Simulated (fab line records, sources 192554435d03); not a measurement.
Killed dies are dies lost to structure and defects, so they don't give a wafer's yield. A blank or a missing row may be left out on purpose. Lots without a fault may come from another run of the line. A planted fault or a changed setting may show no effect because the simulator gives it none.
Split-lot experiment | flow n5_finfet | 7 lots, 21 wafers read, on a route of 1938 steps

THE SPLIT
At N5_BEOL_M5_ETCH_41 (etches SiCN in CH3F/O2, target depth 31.5 nm, time 56.7 s), the setting source_w was moved away from the recipe's 395 W on 5 of the 21 wafers read, by -13.8% to +14.4%. The other wafers ran this setting at the recipe's value.

The reading is taken at the split's own step.

THE READING
rf_vpp_V, in V, at N5_BEOL_M5_ETCH_41 (etches SiCN in CH3F/O2, target depth 31.5 nm, time 56.7 s). Fault-free wafers of this fab line usually give 297.1 V, standard deviation 1.8 V.

wafer  | tool, chamber at the split | source_w as run, W | against the recipe | rf_vpp_V, V | against lot-mates on the recipe
L074.1 | rie_diel-02, 3             | 447.1              | +13.2%             | 287.0       | -8.6
L074.2 | rie_diel-02, 2             | 395                | recipe             | 295.0       | -
L074.3 | rie_diel-02, 0             | 395                | recipe             | 296.3       | -
L079.2 | rie_diel-03, 3             | 395                | recipe             | 297.5       | -
L079.4 | rie_diel-03, 0             | 395                | recipe             | 295.9       | -
L079.6 | rie_diel-03, 2             | 395                | recipe             | 294.7       | -
L083.2 | rie_diel-02, 2             | 395                | recipe             | 295.0       | -
L083.3 | rie_diel-02, 0             | 451.9              | +14.4%             | 283.8       | -14.1
L083.4 | rie_diel-02, 3             | 395                | recipe             | 300.9       | -
L087.4 | rie_diel-06, 0             | 395                | recipe             | 295.4       | -
L087.5 | rie_diel-06, 3             | 395                | recipe             | 300.1       | -
L087.6 | rie_diel-06, 0             | 395                | recipe             | 294.3       | -
L092.1 | rie_diel-03, 0             | 395                | recipe             | 296.3       | -
L092.3 | rie_diel-03, 3             | 424.8              | +7.5%              | 290.3       | -6.0
L092.4 | rie_diel-03, 0             | 424.8              | +7.5%              | 289.3       | -7.0
L094.3 | rie_diel-02, 1             | 395                | recipe             | 296.5       | -
L094.5 | rie_diel-02, 0             | 395                | recipe             | 297.0       | -
L094.6 | rie_diel-02, 3             | 395                | recipe             | 297.8       | -
L095.1 | rie_diel-06, 2             | 340.4              | -13.8%             | 313.4       | +15.8
L095.3 | rie_diel-06, 1             | 395                | recipe             | 296.0       | -
L095.4 | rie_diel-06, 3             | 395                | recipe             | 299.2       | -

THE FIT
A straight line over all 21 wafers: rf_vpp_V changes by -0.963 V for each +1% of source_w; r = -0.94; the points scatter about the line by 2 V.
The same after taking each lot's own level away (the mean of its wafers on the recipe; 21 wafers): -0.938 V for each +1%; r = -0.94; scatter 1.9 V.
On that fit, the largest move of source_w shifts the reading by 14 V.
The lots' own levels span 295.65 to 297.95 V, that is 1.3 times the standard deviation above.
So the lot-to-lot level changes the slope little: the two slopes agree.
Check: with one of the wafers moved furthest among these (+14.4%) left out of the fit, the line predicts -12.7 V for it against its lot-mates. It came out at -14.1 V against them.
Tool readings at the split's step, against how far the setting was moved: rf_vpp_V r = -0.94.

OTHER SPLITS ON THESE WAFERS
These wafers also went through other splits before the reading. Each is held against what the fit with the lots' levels taken away leaves over:
other split on the same wafers     | wafers away from the commonest value | r with rf_vpp_V (lot level and that fit taken away)
N5_BEOL_M3_COAT_68 spin_rpm        | 8                                    | +0.03
N5_BEOL_M4_COAT_62 spin_rpm        | 6                                    | +0.17
N5_BEOL_M4_COAT_05 spin_rpm        | 4                                    | -0.03
N5_BEOL_M4_TRENCH_ETCH_37 time_s   | 5                                    | +0.25
N5_BEOL_M4_SURFACE_TREAT_85 time_s | as run: not given for these wafers   | -
N5_BEOL_M5_TRENCH_ETCH_37 time_s   | 8                                    | -0.02

THE FILE'S OWN FIT
rf_vpp_V changes by -0.93 V for each +1% of source_w, r = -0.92.
